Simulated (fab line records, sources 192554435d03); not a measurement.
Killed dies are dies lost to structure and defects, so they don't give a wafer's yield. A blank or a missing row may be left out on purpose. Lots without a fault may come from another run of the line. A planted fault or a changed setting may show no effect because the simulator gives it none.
fab line records | flow n5_finfet
record lots=24 wafers=72 last_day=17
route steps=1938 shown BEOL_M10@1483
lots that met no fault: from a run of the same line without faults
start_h: hours from the record's first day to the start of the lot's first wafer shown | wait_h: hours since the lot's step before | " the same as in the row above | L1.1+2: a row that stands for several wafers | - no value, or no start given | * or withheld: withheld | < > ~ a bound
route shown NAME@n: a module of which the file shows steps, and the number in the route of the first | usual: mean/standard deviation of fault-free wafers | same: alike in all rows | chamber/n: place in a boat | sites: the reading at each site | _std_site: their standard deviation | _edge_site: outer sites' mean less inner sites' | radius_mm: how far each site lies from the wafer's centre | mask NAME#n: copy n | behind: the tool/chamber that last shaped the wafer | hold: why the lot was held/for how many hours/how that ended | device: the transistor (n, p or np) that didn't switch | end of line: the same wafers' tests at the end of the route | a step without rows: its recipe alone | killed: dies lost to structure and defects at the first sort, not the wafer's yield | map: a wafer's dies, x killed, . not, _ none there
set.NAME: the setting as run; set.NAME@STEP: as run at that earlier step | model.NAME: the simulator's own value behind a step, which no gauge read
steps of the route over a sample of lots; a table a step, a row a wafer
services: from which hour (start_h, from the record's first day; less than 0 if before it) a tool's chamber was out of use, for how many hours, and why
## steps
# step N5_BEOL_M10_CD_MEAS_11
# recipe target_cd_nm=64.1 landing_energy_ev=500 detector=se_inlens polarity=opening
# usual cd_nm=64.2/0.55
# same landing_energy_ev=500
# columns lot.wafer tool chamber start_h wait_h cd_nm
L074.1 cd_sem-02 0 203.76 - 64.2
L074.3 " 0 " " 64.5
L074.6 " 0 " " 65.1
L076.1 cd_sem-02 0 209.90 - 63.1
L076.4 " 0 " " 62.9
L076.6 " 0 " " 63.2
L075.1 cd_sem-02 0 221.39 - 64.4
L075.3 " 0 " " 64.2
L075.6 " 0 " " 63.8
L077.2 cd_sem-02 0 235.63 - 64.8
L077.3 " 0 " " 65.0
L077.5 " 0 " " 64.3
L079.2 cd_sem-03 0 242.08 - 63.9
L079.4 " 0 " " 64.1
L079.6 " 0 " " 63.2
L081.3 cd_sem-02 0 247.10 - 63.7
L081.5 " 0 " " 64.5
L081.6 " 0 " " 63.8
L078.1 cd_sem-01 0 247.26 - 64.8
L078.2 " 0 " " 63.5
L078.5 " 0 " " 64.2
L080.1 cd_sem-02 0 248.58 - 64.2
L080.4 " 0 " " 64.3
L080.5 " 0 " " 64.8
L082.1 cd_sem-03 0 251.61 - 64.5
L082.2 " 0 " " 64.1
L082.5 " 0 " " 63.4
L083.2 cd_sem-03 0 269.86 - 64.4
L083.3 " 0 " " 64.5
L083.4 " 0 " " 63.8
L084.1 cd_sem-02 0 270.26 - 64.0
L084.2 " 0 " " 64.3
L084.3 " 0 " " 63.7
L085.1 cd_sem-02 0 278.34 - 65.2
L085.2 " 0 " " 64.3
L085.3 " 0 " " 64.9
L086.1 cd_sem-01 0 289.92 - 64.1
L086.2 " 0 " " 64.3
L086.4 " 0 " " 63.5
L088.2 cd_sem-03 0 294.12 - 64.7
L088.3 " 0 " " 63.7
L088.5 " 0 " " 63.5
L087.1 cd_sem-03 0 295.63 - 64.0
L087.5 " 0 " " 64.6
L087.6 " 0 " " 63.7
L089.2 cd_sem-01 0 309.05 - 63.4
L089.5 " 0 " " 63.7
L089.6 " 0 " " 64.5
L092.1 cd_sem-01 0 313.42 - 64.9
L092.2 " 0 " " 64.0
L092.4 " 0 " " 64.7
L091.1 cd_sem-02 0 313.68 - 63.7
L091.2 " 0 " " 64.3
L091.6 " 0 " " 63.2
L090.1 cd_sem-02 0 314.16 - 64.0
L090.3 " 0 " " 64.4
L090.4 " 0 " " 64.7
L093.2 cd_sem-01 0 321.23 - 64.7
L093.5 " 0 " " 64.4
L093.6 " 0 " " 65.1
L094.3 cd_sem-01 0 329.95 - 64.1
L094.4 " 0 " " 64.3
L094.5 " 0 " " 63.5
L095.1 cd_sem-02 0 334.33 - 64.6
L095.2 " 0 " " 64.5
L095.6 " 0 " " 65.0
L096.1 cd_sem-01 0 354.02 - 64.0
L096.2 " 0 " " 63.4
L096.5 " 0 " " 63.6
L097.1 cd_sem-03 0 354.48 - 64.4
L097.2 " 0 " " 64.9
L097.5 " 0 " " 65.3
# step N5_BEOL_M10_STRIP_67
# recipe chemistry=CF4 resist=SiARC power_w=300 bias_power_w=75 pressure_mtorr=50 cf4_flow_sccm=150 rf_frequency_hz=6e+07
# usual chamber_pressure_mTorr=50.00/0.045 drypump_motor_current_A=5.6/0.4 oes_product_au=0.78/0.079 rf_vpp_V=270.8/1.5 showerhead_plenum_p_Torr=1.77/0.057 throttle_valve_pct=13.57/0.14
# columns lot.wafer tool chamber start_h wait_h chamber_pressure_mTorr drypump_motor_current_A oes_product_au rf_hours_counter_h rf_vpp_V showerhead_plenum_p_Torr throttle_valve_pct
L074.1 rie_diel-05 3 204.09 0.0 49.99 5.2 0.87 25 269.8 1.76 13.51
L074.3 " 1 " " 49.94 5.2 0.73 197 271.1 1.77 13.64
L074.6 " 1 " " 50.02 5.2 0.72 - 271.4 1.77 13.66
L076.1 rie_diel-03 1 210.34 0.0 49.94 5.3 0.92 20 271.7 1.83 13.50
L076.4 " 3 " " 50.04 5.6 0.86 53 271.4 1.75 13.44
L076.6 " 2 " " 49.96 6.2 0.73 - 269.9 1.70 13.62
L075.1 rie_diel-05 1 221.71 0.0 50.04 5.2 0.72 202 271.3 1.77 13.67
L075.3 " 3 " " 50.00 5.2 0.87 30 271.2 1.75 13.52
L075.6 " 3 " " 49.98 5.2 0.87 - 271.6 1.75 13.54
L077.2 rie_diel-03 2 236.24 0.0 49.99 6.2 0.72 193 269.1 1.70 13.65
L077.3 " 0 " " 49.88 6.1 0.79 122 269.7 1.73 13.62
L077.5 " 1 " " 50.00 5.3 0.90 - 270.6 1.83 13.53
L079.2 rie_diel-05 0 242.40 0.0 50.04 5.7 0.70 213 270.8 1.77 13.76
L079.4 " 1 " " 49.96 5.2 0.72 210 270.1 1.76 13.70
L079.6 " 3 " " 49.90 5.2 0.87 - 270.6 1.75 13.54
L081.3 rie_diel-05 3 247.42 0.0 49.99 5.2 0.86 39 271.7 1.75 13.55
L081.5 " 3 " " 49.97 5.2 0.86 - 271.0 1.75 13.55
L081.6 " 2 " " 49.99 5.6 0.73 - 272.0 1.84 13.39
L078.1 rie_diel-05 1 247.67 0.0 50.04 5.2 0.71 211 272.1 1.76 13.68
L078.2 " 0 " " 49.99 5.7 0.70 214 270.0 1.77 13.75
L078.5 " 0 " " 50.10 5.7 0.70 - 271.3 1.77 13.76
L080.1 rie_diel-06 1 249.19 0.0 49.94 5.4 0.74 164 270.9 1.79 13.42
L080.4 " 2 " " 50.01 5.6 0.90 25 273.3 1.91 13.32
L080.5 " 2 " " 49.99 5.6 0.90 - 274.1 1.91 13.33
L082.1 rie_diel-06 2 251.93 0.0 50.02 5.6 0.90 27 273.8 1.91 13.33
L082.2 " 1 " " 50.03 5.4 0.74 166 272.6 1.79 13.41
L082.5 " 2 " " 49.93 5.6 0.90 - 271.4 1.91 13.32
L083.2 rie_diel-05 3 270.18 0.0 50.00 5.2 0.85 46 269.1 1.75 13.57
L083.3 " 1 " " 49.90 5.2 0.71 221 271.2 1.76 13.70
L083.4 " 0 " " 50.05 5.7 0.70 223 270.9 1.77 13.78
L084.1 rie_diel-03 2 270.58 0.0 50.01 6.2 0.71 204 268.9 1.70 13.67
L084.2 " 3 " " 49.93 5.6 0.84 75 270.0 1.75 13.50
L084.3 " 1 " " 50.04 5.3 0.89 42 271.3 1.83 13.54
L085.1 rie_diel-03 0 278.66 0.0 49.94 6.1 0.77 137 268.8 1.73 13.64
L085.2 " 1 " " 50.03 5.3 0.88 44 272.8 1.83 13.56
L085.3 " 2 " " 49.98 6.2 0.71 206 269.0 1.70 13.67
L086.1 rie_diel-03 1 290.36 0.0 50.03 5.3 0.88 49 272.7 1.83 13.57
L086.2 " 3 " " 50.03 5.6 0.82 81 269.0 1.74 13.51
L086.4 " 2 " " 50.03 6.1 0.70 211 268.2 1.70 13.66
L088.2 rie_diel-06 3 294.49 0.0 49.95 6.5 0.69 239 269.2 1.69 13.69
L088.3 " 0 " " 49.97 5.1 0.92 17 270.8 1.83 13.34
L088.5 " 2 " " 50.00 5.6 0.87 - 272.6 1.90 13.37
L087.1 rie_diel-06 2 296.02 0.0 49.93 5.7 0.87 42 273.9 1.90 13.35
L087.5 " 3 " " 50.05 6.5 0.69 - 269.7 1.69 13.68
L087.6 " 0 " " 50.00 5.0 0.92 - 272.2 1.83 13.35
L089.2 rie_diel-03 2 309.38 0.0 49.99 6.2 0.70 217 270.1 1.70 13.71
L089.5 " 3 " " 49.97 5.6 0.82 - 269.5 1.74 13.52
L089.6 " 2 " " 49.98 6.2 0.70 - 268.7 1.70 13.70
L092.1 rie_diel-06 1 313.74 0.0 49.91 5.4 0.74 186 271.1 1.78 13.46
L092.2 " 2 " " 50.00 5.6 0.87 48 273.8 1.90 13.37
L092.4 " 0 " " 50.03 5.0 0.91 24 272.8 1.83 13.34
L091.1 rie_diel-03 2 314.03 0.0 50.09 6.2 0.71 219 269.5 1.70 13.70
L091.2 " 1 " " 50.04 5.3 0.86 57 274.3 1.82 13.58
L091.6 " 1 " " 50.02 5.3 0.86 - 272.2 1.82 13.59
L090.1 rie_diel-05 1 314.48 0.0 49.96 5.2 0.70 234 270.0 1.76 13.74
L090.3 " 2 " " 49.98 5.6 0.71 233 272.3 1.83 13.44
L090.4 " 3 " " 50.05 5.2 0.83 62 270.1 1.75 13.59
L093.2 rie_diel-03 0 321.55 0.0 50.00 6.1 0.75 154 268.9 1.72 13.69
L093.5 " 1 " " 49.97 5.3 0.86 - 271.8 1.82 13.59
L093.6 " 0 " " 49.94 6.1 0.76 - 271.4 1.72 13.68
L094.3 rie_diel-03 0 330.30 0.0 50.03 6.1 0.76 156 269.5 1.72 13.67
L094.4 " 2 " " 50.00 6.2 0.70 223 269.7 1.69 13.71
L094.5 " 3 " " 50.03 5.6 0.82 - 270.7 1.74 13.53
L095.1 rie_diel-05 2 334.84 0.0 49.99 5.7 0.70 241 271.1 1.83 13.44
L095.2 " 0 " " 50.01 5.7 0.68 247 269.4 1.76 13.82
L095.6 " 1 " " 49.92 5.2 0.69 - 269.7 1.76 13.76
L096.1 rie_diel-05 1 354.34 0.0 49.94 5.2 0.69 250 270.6 1.75 13.79
L096.2 " 3 " " 50.06 5.2 0.80 77 270.5 1.74 13.64
L096.5 " 2 " " 49.95 5.7 0.69 - 272.1 1.83 13.50
L097.1 rie_diel-03 0 354.80 0.0 50.03 6.1 0.75 164 268.8 1.72 13.69
L097.2 " 2 " " 49.97 6.2 0.69 233 268.2 1.69 13.73
L097.5 " 2 " " 49.93 6.2 0.69 - 269.8 1.69 13.72
# step N5_BEOL_M10_OVL_MEAS_29
# recipe points_per_wafer=44
# usual V9_OVL=-0.3/0.84
# columns lot.wafer tool chamber start_h wait_h V9_OVL[nm]
L074.1 overlay-01 0 204.76 0.0 -0.9
L074.3 " 0 " " -0.8
L074.6 " 0 " " -0.9
L076.1 overlay-01 0 215.10 0.0 0.3
L076.4 " 0 " " 0.2
L076.6 " 0 " " -0.2
L075.1 overlay-01 0 222.33 0.0 0.4
L075.3 " 0 " " 0.5
L075.6 " 0 " " 0.4
L077.2 overlay-01 0 240.39 0.0 -0.6
L077.3 " 0 " " -0.9
L077.5 " 0 " " 0.8
L079.2 overlay-02 0 243.06 0.0 0.3
L079.4 " 0 " " 0.3
L079.6 " 0 " " 0.5
L081.3 overlay-01 0 248.34 0.0 -0.5
L081.5 " 0 " " 0.1
L081.6 " 0 " " 0.2
L078.1 overlay-02 0 248.52 0.0 -2.8
L078.2 " 0 " " -0.3
L078.5 " 0 " " -2.0
L080.1 overlay-01 0 249.96 0.0 1.7
L080.4 " 0 " " 1.3
L080.5 " 0 " " 0.6
L082.1 overlay-02 0 253.14 0.0 -0.6
L082.2 " 0 " " -0.8
L082.5 " 0 " " 0.1
L083.2 overlay-01 0 272.10 0.0 0.6
L083.3 " 0 " " 0.7
L083.4 " 0 " " -0.4
L084.1 overlay-01 0 272.26 0.0 -1.9
L084.2 " 0 " " -1.0
L084.3 " 0 " " -1.9
L085.1 overlay-01 0 280.59 0.0 -0.6
L085.2 " 0 " " -2.1
L085.3 " 0 " " -0.4
L086.1 overlay-01 0 293.31 0.0 -0.6
L086.2 " 0 " " -0.3
L086.4 " 0 " " 0.6
L088.2 overlay-01 0 295.15 0.0 -1.4
L088.3 " 0 " " -0.3
L088.5 " 0 " " 0.0
L087.1 overlay-01 0 296.68 0.0 0.2
L087.5 " 0 " " -1.4
L087.6 " 0 " " -0.4
L089.2 overlay-01 0 310.06 0.0 -0.1
L089.5 " 0 " " 1.1
L089.6 " 0 " " -0.4
L092.1 overlay-01 0 314.92 0.0 -0.1
L092.2 " 0 " " 0.4
L092.4 " 0 " " 0.5
L091.1 overlay-02 0 315.09 0.0 0.4
L091.2 " 0 " " 0.6
L091.6 " 0 " " -0.5
L090.1 overlay-01 0 315.26 0.0 0.8
L090.3 " 0 " " 0.5
L090.4 " 0 " " -0.8
L093.2 overlay-02 0 325.47 0.0 -0.2
L093.5 " 0 " " -0.7
L093.6 " 0 " " -0.7
L094.3 overlay-01 0 333.69 0.0 0.1
L094.4 " 0 " " 0.0
L094.5 " 0 " " 0.4
L095.1 overlay-01 0 335.96 0.0 -0.3
L095.2 " 0 " " -1.2
L095.6 " 0 " " -2.3
L096.1 overlay-01 0 357.45 0.0 -0.1
L096.2 " 0 " " -0.4
L096.5 " 0 " " -0.2
L097.1 overlay-01 0 357.96 0.0 -1.0
L097.2 " 0 " " -0.9
L097.5 " 0 " " -1.4
# step N5_BEOL_M10_ETCH_66
# recipe chemistry=N2/H2 target=SOC target_depth_a=1200 overetch_a=240 mask_material=SiARC temp_c=40 time_s=180 ion_energy_ev=200 pressure_mtorr=30 source_w=840 bias_w=150 n2_flow_sccm=200 h2_flow_sccm=200
# usual chamber_pressure_mTorr=29.996/0.026 drypump_motor_current_A=5.6/0.36 oes_product_au=0.62/0.065 rf_vpp_V=523.4/2.1 showerhead_plenum_p_Torr=2.53/0.078 throttle_valve_pct=17.78/0.18
# columns lot.wafer tool chamber start_h wait_h chamber_pressure_mTorr drypump_motor_current_A oes_product_au rf_hours_counter_h rf_vpp_V showerhead_plenum_p_Torr throttle_valve_pct
L074.1 rie_diel-05 2 204.91 0.0 30.034 5.6 0.59 195 525.9 2.62 17.49
L074.3 " 1 " " 30.031 5.2 0.58 197 523.9 2.52 17.92
L074.6 " 1 " " 29.972 5.2 0.59 - 521.9 2.52 17.93
L076.1 rie_diel-05 3 215.24 0.0 29.967 5.2 0.71 28 522.6 2.48 17.86
L076.4 " 2 " " 30.010 5.7 0.60 197 527.4 2.62 17.49
L076.6 " 1 " " 29.980 5.2 0.58 - 523.7 2.52 17.94
L075.1 rie_diel-05 1 222.47 0.0 30.020 5.2 0.57 202 523.3 2.52 17.93
L075.3 " 3 " " 29.974 5.2 0.71 30 520.8 2.48 17.87
L075.6 " 0 " " 30.011 5.7 0.57 - 522.2 2.51 17.85
L077.2 rie_diel-05 0 240.53 0.0 29.982 5.7 0.57 212 523.3 2.51 17.86
L077.3 " 2 " " 29.984 5.7 0.59 207 525.7 2.62 17.53
L077.5 " 1 " " 29.976 5.2 0.58 - 523.0 2.52 17.94
L079.2 rie_diel-06 3 243.26 0.0 30.000 6.4 0.57 226 519.8 2.40 17.78
L079.4 " 1 " " 29.973 5.4 0.60 163 524.0 2.53 17.44
L079.6 " 0 " " 29.987 5.1 0.81 - 525.8 2.60 17.64
L081.3 rie_diel-05 0 248.51 0.0 30.018 5.7 0.56 215 522.6 2.51 17.87
L081.5 " 2 " " 29.987 5.7 0.59 - 525.0 2.62 17.52
L081.6 " 0 " " 29.968 5.7 0.56 - 522.5 2.51 17.87
L078.1 rie_diel-03 1 248.67 0.0 29.989 5.3 0.72 34 525.1 2.59 17.89
L078.2 " 3 " " 29.997 5.6 0.68 68 522.1 2.47 17.76
L078.5 " 1 " " 30.003 5.3 0.72 - 525.6 2.59 17.89
L080.1 rie_diel-03 3 250.10 0.0 29.951 5.6 0.68 68 522.8 2.47 17.73
L080.4 " 0 " " 29.944 6.1 0.63 126 522.2 2.44 17.72
L080.5 " 0 " " 29.972 6.1 0.63 - 520.7 2.44 17.74
L082.1 rie_diel-06 1 253.28 0.0 30.007 5.4 0.60 166 524.5 2.52 17.46
L082.2 " 0 " " 29.987 5.0 0.80 4 524.7 2.60 17.64
L082.5 " 0 " " 29.976 5.1 0.78 - 523.7 2.60 17.64
L083.2 rie_diel-05 3 272.24 0.0 30.003 5.2 0.68 46 521.5 2.48 17.88
L083.3 " 0 " " 29.982 5.7 0.56 224 522.3 2.51 17.88
L083.4 " 1 " " 29.997 5.2 0.57 221 522.5 2.51 17.97
L084.1 rie_diel-03 0 272.41 0.0 30.029 6.1 0.63 134 521.6 2.44 17.74
L084.2 " 1 " " 29.994 5.3 0.71 42 525.1 2.59 17.90
L084.3 " 3 " " 30.004 5.6 0.67 75 521.1 2.47 17.75
L085.1 rie_diel-05 2 280.73 0.0 29.980 5.7 0.58 222 526.9 2.61 17.55
L085.2 " 0 " " 29.995 5.7 0.57 227 523.4 2.50 17.89
L085.3 " 3 " " 30.014 5.2 0.68 49 522.9 2.48 17.91
L086.1 rie_diel-05 1 293.45 0.0 30.052 5.2 0.57 227 522.5 2.51 17.97
L086.2 " 0 " " 29.974 5.7 0.56 231 522.0 2.50 17.90
L086.4 " 2 " " 30.024 5.7 0.58 225 525.4 2.61 17.54
L088.2 rie_diel-05 0 295.30 0.0 29.994 5.7 0.56 232 523.4 2.50 17.90
L088.3 " 1 " " 29.982 5.2 0.57 227 522.2 2.51 17.99
L088.5 " 0 " " 29.974 5.7 0.55 - 524.1 2.50 17.89
L087.1 rie_diel-03 2 296.94 0.0 30.029 6.2 0.57 213 521.5 2.43 18.04
L087.5 " 2 " " 29.985 6.2 0.57 - 521.0 2.43 18.04
L087.6 " 3 " " 29.965 5.6 0.67 - 521.5 2.47 17.77
L089.2 rie_diel-06 3 310.39 0.0 30.001 6.4 0.56 245 519.0 2.39 17.81
L089.5 " 3 " " 29.962 6.5 0.56 - 520.2 2.39 17.83
L089.6 " 0 " " 29.996 5.1 0.74 - 526.5 2.59 17.67
L092.1 rie_diel-06 3 315.07 0.0 30.021 6.4 0.55 246 519.8 2.39 17.80
L092.2 " 1 " " 29.995 5.4 0.59 186 523.3 2.52 17.50
L092.4 " 0 " " 30.004 5.0 0.73 24 526.4 2.59 17.69
L091.1 rie_diel-06 2 315.59 0.0 30.012 5.7 0.70 49 527.0 2.70 17.57
L091.2 " 1 " " 30.079 5.4 0.59 187 523.6 2.52 17.48
L091.6 " 1 " " 29.961 5.4 0.59 - 521.4 2.52 17.50
L090.1 rie_diel-05 3 315.92 0.0 29.950 5.2 0.67 62 523.3 2.47 17.91
L090.3 " 2 " " 30.027 5.7 0.57 234 524.3 2.61 17.56
L090.4 " 0 " " 30.037 5.7 0.56 240 521.3 2.50 17.91
L093.2 rie_diel-05 0 325.67 0.0 29.973 5.7 0.55 244 522.6 2.50 17.94
L093.5 " 0 " " 30.002 5.7 0.56 - 522.9 2.50 17.93
L093.6 " 1 " " 29.996 5.2 0.56 - 521.8 2.50 17.98
L094.3 rie_diel-06 0 333.83 0.0 29.984 5.1 0.73 30 524.3 2.59 17.68
L094.4 " 1 " " 30.074 5.4 0.59 - 522.8 2.51 17.49
L094.5 " 0 " " 30.000 5.0 0.73 - 525.9 2.59 17.68
L095.1 rie_diel-05 0 336.11 0.0 29.981 5.7 0.55 247 524.4 2.50 17.94
L095.2 " 1 " " 30.020 5.2 0.55 243 522.3 2.50 18.00
L095.6 " 2 " " 30.017 5.7 0.58 - 526.8 2.60 17.55
L096.1 rie_diel-03 0 357.59 0.0 29.989 6.1 0.61 165 521.6 2.42 17.79
L096.2 " 2 " " 30.014 6.2 0.56 234 520.5 2.42 18.08
L096.5 " 3 " " 29.962 5.6 0.64 - 522.0 2.46 17.78
L097.1 rie_diel-03 3 358.12 0.0 29.999 5.6 0.66 102 522.0 2.46 17.78
L097.2 " 0 " " 29.967 6.1 0.61 165 519.9 2.42 17.80
L097.5 " 1 " " 29.981 5.3 0.68 - 525.0 2.58 17.96
# step N5_BEOL_M10_PRE_CLEAN_45
# recipe gas=H2/He time_s=30 temp_c=250
# usual heater_power_w=360/50
# columns lot.wafer tool chamber start_h wait_h heater_power_w
L074.1 pvd_sputter-02 - 205.98 0.0 461
L074.3 " - " " 352
L074.6 " - " " 362
L076.1 pvd_sputter-02 - 216.61 0.0 367
L076.4 " - " " 457
L076.6 " - " " 365
L075.1 pvd_sputter-03 - 223.78 0.0 307
L075.3 " - " " 387
L075.6 " - " " 392
L077.2 pvd_sputter-01 - 241.53 0.0 338
L077.3 " - " " 399
L077.5 " - " " 428
L079.2 pvd_sputter-01 - 246.31 0.0 341
L079.4 " - " " 359
L079.6 " - " " 432
L081.3 pvd_sputter-01 - 250.50 0.0 403
L081.5 " - " " 345
L081.6 " - " " 422
L078.1 pvd_sputter-03 - 250.58 0.0 305
L078.2 " - " " 388
L078.5 " - " " 318
L080.1 pvd_sputter-03 - 251.38 0.0 382
L080.4 " - " " 312
L080.5 " - " " 379
L082.1 pvd_sputter-02 - 254.42 0.0 312
L082.2 " - " " 361
L082.5 " - " " 362
L084.1 pvd_sputter-03 - 273.46 0.0 282
L084.2 " - " " 316
L084.3 " - " " 384
L083.2 pvd_sputter-03 - 273.54 0.0 386
L083.3 " - " " 372
L083.4 " - " " 274
L085.1 pvd_sputter-02 - 281.77 0.0 352
L085.2 " - " " 300
L085.3 " - " " 457
L086.1 pvd_sputter-02 - 294.94 0.0 352
L086.2 " - " " 367
L086.4 " - " " 303
L088.2 pvd_sputter-03 - 296.27 0.0 378
L088.3 " - " " 281
L088.5 " - " " 278
L087.1 pvd_sputter-03 - 298.28 0.0 272
L087.5 " - " " 317
L087.6 " - " " 379
L089.2 pvd_sputter-01 - 313.01 0.0 356
L089.5 " - " " 338
L089.6 " - " " 412
L092.1 pvd_sputter-03 - 316.65 0.0 274
L092.2 " - " " 385
L092.4 " - " " 384
L091.1 pvd_sputter-02 - 316.85 0.0 372
L091.2 " - " " 363
L091.6 " - " " 372
L090.1 pvd_sputter-03 - 317.01 0.0 382
L090.3 " - " " 387
L090.4 " - " " 287
L093.2 pvd_sputter-02 - 326.89 0.0 367
L093.5 " - " " 361
L093.6 " - " " 351
L094.3 pvd_sputter-03 - 335.14 0.0 371
L094.4 " - " " 271
L094.5 " - " " 391
L095.1 pvd_sputter-02 - 337.07 0.0 304
L095.2 " - " " 466
L095.6 " - " " 374
L096.1 pvd_sputter-01 - 358.77 0.0 361
L096.2 " - " " 336
L096.5 " - " " 339
L097.1 pvd_sputter-03 - 359.46 0.0 386
L097.2 " - " " 275
L097.5 " - " " 387
# step N5_BEOL_M10_CMP_52
# recipe stop_on=SiCOH_lowk t_overpolish_s=7 down_force_psi=1 platen_rpm=50 clearing_platen_down_force_psi=1.5 clearing_platen_rpm=50 post_cmp_clean=cu_alkaline target_thk_nm=140 clearing_platen_pad_velocity_m_s=0.99484 pad_velocity_m_s=0.99484
# usual barrier_field_endpoint_s=29.2/0.78 motor_current_A=6.0/0.65 overpolish_run_s=7.000/0.0096 time_to_endpoint_s=67/3.7
# columns lot.wafer tool chamber start_h wait_h barrier_field_endpoint_s motor_current_A overpolish_run_s time_to_endpoint_s
L074.3 cmp-01 1 207.23 0.2 30.3 5.9 6.977 75
L074.1 " 3 " " 29.8 7.1 7.020 70
L074.6 " 1 " " 29.9 5.7 7.014 72
L076.4 cmp-03 3 219.38 0.3 28.1 5.8 7.013 59
L076.1 " 0 " " 29.1 5.6 6.996 68
L076.6 " 1 " " 29.5 5.4 7.005 68
L075.3 cmp-01 2 225.30 0.2 27.9 5.6 7.005 65
L075.1 " 3 " " 28.9 7.1 7.009 65
L075.6 " 2 " " 28.9 5.5 6.993 64
L077.2 cmp-01 1 243.79 0.2 29.4 5.5 7.000 70
L077.3 " 0 " " 28.1 6.3 6.995 67
L077.5 " 1 " " 30.1 5.8 7.005 70
L079.2 cmp-01 3 247.40 0.2 29.0 6.8 6.984 70
L079.4 " 2 " " 28.7 5.3 7.006 66
L079.6 " 3 " " 29.5 7.6 6.997 69
L081.3 cmp-04 3 252.02 0.2 29.8 7.6 7.003 70
L081.5 " 1 " " 30.7 5.9 7.011 69
L081.6 " 2 " " 30.1 5.4 7.004 72
L078.2 cmp-04 2 252.41 0.3 29.3 5.5 6.997 70
L078.1 " 3 " " 28.8 7.1 7.003 67
L078.5 " 1 " " 28.4 5.9 6.995 64
L080.4 cmp-03 0 252.92 0.2 29.7 5.4 6.999 69
L080.1 " 2 " " 29.1 5.7 6.995 66
L080.5 " 0 " " 29.9 5.5 6.976 70
L082.1 cmp-01 3 255.66 0.3 27.7 7.4 7.014 65
L082.2 " 0 " " 28.9 6.1 7.000 64
L082.5 " 0 " " 28.7 6.1 7.006 63
L083.3 cmp-04 2 275.06 0.2 29.7 5.4 7.010 70
L083.4 " 0 " " 28.7 6.1 7.003 66
L083.2 " 1 " " 29.2 6.1 6.980 69
L084.3 cmp-03 1 275.46 0.2 29.7 5.3 7.007 72
L084.1 " 2 " " 29.4 6.0 6.995 69
L084.2 " 3 " " 29.0 5.6 6.986 64
L085.2 cmp-01 0 284.37 0.4 27.8 6.2 6.994 60
L085.1 " 1 " " 29.0 5.8 7.011 68
L085.3 " 2 " " 27.1 5.3 6.993 60
L086.1 cmp-04 3 296.54 0.3 29.5 7.2 6.999 68
L086.2 " 0 " " 29.4 5.9 6.980 69
L086.4 " 2 " " 30.5 5.2 6.994 69
L088.3 cmp-04 3 297.73 0.2 29.2 7.1 7.002 65
L088.2 " 1 " " 29.4 6.0 7.007 70
L088.5 " 2 " " 29.8 5.5 6.996 70
L087.1 cmp-01 3 299.42 0.3 28.3 7.2 7.005 65
L087.6 " 1 " " 29.6 5.6 7.005 72
L087.5 " 2 " " 28.4 5.3 7.002 62
L089.2 cmp-03 1 314.44 0.3 28.4 5.4 6.989 72
L089.6 " 3 " " 27.6 6.0 7.020 61
L089.5 " 0 " " 29.4 5.6 7.005 69
L092.2 cmp-03 3 318.05 0.2 28.2 5.6 7.000 60
L092.4 " 0 " " 29.7 5.2 6.996 71
L092.1 " 2 " " 29.4 5.9 7.016 68
L091.2 cmp-04 1 318.18 0.2 28.3 6.0 7.014 67
L091.1 " 0 " " 28.6 6.6 7.001 66
L091.6 " 1 " " 29.1 5.9 6.990 69
L090.1 cmp-03 2 318.50 0.3 28.3 5.6 6.990 65
L090.3 " 0 " " 29.5 5.6 7.005 72
L090.4 " 1 " " 30.7 5.0 7.011 73
L093.2 cmp-03 0 328.71 0.2 29.4 5.6 7.008 71
L093.6 " 3 " " 29.1 6.0 7.023 63
L093.5 " 0 " " 30.5 5.6 7.006 73
L094.4 cmp-04 3 337.10 0.2 29.6 7.6 7.006 67
L094.3 " 0 " " 29.3 6.1 7.017 64
L094.5 " 3 " " 29.5 7.3 6.995 68
L095.1 cmp-04 1 338.22 0.3 28.9 5.8 7.004 69
L095.2 " 3 " " 29.0 7.5 6.991 69
L095.6 " 1 " " 29.9 5.9 7.014 69
L096.2 cmp-01 3 360.13 0.3 27.7 7.1 7.000 63
L096.1 " 0 " " 28.1 6.1 6.995 60
L096.5 " 2 " " 28.6 5.4 6.991 59
L097.1 cmp-03 3 360.78 0.3 27.7 5.9 6.988 62
L097.2 " 2 " " 28.9 5.6 7.007 67
L097.5 " 0 " " 29.6 5.6 6.992 69
## services
# columns tool chamber start_h hours kind
cmp-01 - 189.59 0.3 repair
cmp-01 - 193.67 4.0 pm
cmp-03 - 203.49 4.3 repair
cmp-04 - 206.70 4.0 pm
cmp-04 - 217.95 6.5 repair
cmp-01 - 218.47 1.5 repair
rie_diel-03 0 223.19 7.0 repair
cmp-03 - 234.33 1.3 repair
cmp-01 - 241.90 1.7 repair
rie_diel-06 3 249.82 7.8 repair
cmp-01 - 256.66 12.8 pm
rie_diel-06 1 268.25 3.5 repair
rie_diel-05 1 280.42 2.5 repair
cmp-03 - 281.47 1.8 repair
pvd_sputter-01 - 290.79 0.8 repair
pvd_sputter-01 - 294.87 7.9 repair
cmp-04 - 308.37 1.9 repair
pvd_sputter-02 - 330.33 4.9 repair
rie_diel-05 0 343.60 - clean
rie_diel-05 0 343.60 - consumable_replace:focus_ring
rie_diel-05 0 343.60 13.6 scheduled_down
rie_diel-05 0 343.60 13.6 vent_cycle
cmp-03 - 344.84 5.9 pm
rie_diel-05 1 357.20 - clean
## key
fault none
